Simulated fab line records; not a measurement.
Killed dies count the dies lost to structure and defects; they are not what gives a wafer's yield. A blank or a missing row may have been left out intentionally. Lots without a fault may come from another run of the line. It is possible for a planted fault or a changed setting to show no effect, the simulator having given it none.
Matching of chambers || flow nand-harc || cmp-03 running NHARC_A_BLC_CMP_25: 4 sister chambers
The step polishes, t overpolish 30 s, target thk 150 nm. 8 wafers are shown with their chamber, then 6 later ones without.

== WAFERS WITH THEIR CHAMBER ==
{"wafer": "L564.3", "chamber": 2, "motor-current-A (A)": 12.1, "overpolish-run-s (s)": 29.999}
{"wafer": "L564.4", "chamber": 3, "motor-current-A (A)": 10.6, "overpolish-run-s (s)": 29.995}
{"wafer": "L564.5", "chamber": 3, "motor-current-A (A)": 10.4, "overpolish-run-s (s)": 29.997}
{"wafer": "L569.3", "chamber": 2, "motor-current-A (A)": 12.3, "overpolish-run-s (s)": 30.016}
{"wafer": "L571.5", "chamber": 0, "motor-current-A (A)": 13.2, "overpolish-run-s (s)": 29.994}
{"wafer": "L571.6", "chamber": 1, "motor-current-A (A)": 12.6, "overpolish-run-s (s)": 30.009}
{"wafer": "L572.3", "chamber": 1, "motor-current-A (A)": 12.2, "overpolish-run-s (s)": 30.002}
{"wafer": "L572.6", "chamber": 0, "motor-current-A (A)": 12.8, "overpolish-run-s (s)": 30.000}

== WAFERS WITH NO CHAMBER GIVEN ==
{"wafer": "L574.4", "motor-current-A (A)": 10.5, "overpolish-run-s (s)": 30.001}
{"wafer": "L574.6", "motor-current-A (A)": 10.7, "overpolish-run-s (s)": 29.989}
{"wafer": "L576.2", "motor-current-A (A)": 10.7, "overpolish-run-s (s)": 29.998}
{"wafer": "L584.1", "motor-current-A (A)": 12.1, "overpolish-run-s (s)": 30.015}
{"wafer": "L584.3", "motor-current-A (A)": 10.8, "overpolish-run-s (s)": 30.005}
{"wafer": "L584.6", "motor-current-A (A)": 12.1, "overpolish-run-s (s)": 29.996}

== WHICH CHAMBER EACH WENT THROUGH ==
{"wafer": "L574.4", "from the rows above": 3, "in truth": 3}
{"wafer": "L574.6", "from the rows above": 3, "in truth": 3}
{"wafer": "L576.2", "from the rows above": 3, "in truth": 3}
{"wafer": "L584.1", "from the rows above": "can't be placed: 2 or 1", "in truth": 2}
{"wafer": "L584.3", "from the rows above": 3, "in truth": 3}
{"wafer": "L584.6", "from the rows above": "can't be placed: 2 or 1", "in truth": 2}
Correct placement for 4 of the 6. Unplaceable from these rows: 2, with the true chamber sitting among the candidates in 2. Placed wrongly: 0.
How it was worked out, from the rows above alone: a wafer's distance from a chamber is the root of the sum, over the readings, of the square of ((its reading less the chamber's mean) divided by the reading's scatter). If the next closest chamber is less than 2 further off than the closest, the wafer can't be placed; otherwise it belongs to the closest. The mean given for a chamber averages the wafers shown for that chamber. The scatter: the root of (the sum of the squares of (reading less its chamber's mean) over the shown wafers, divided by (wafers less chambers)).
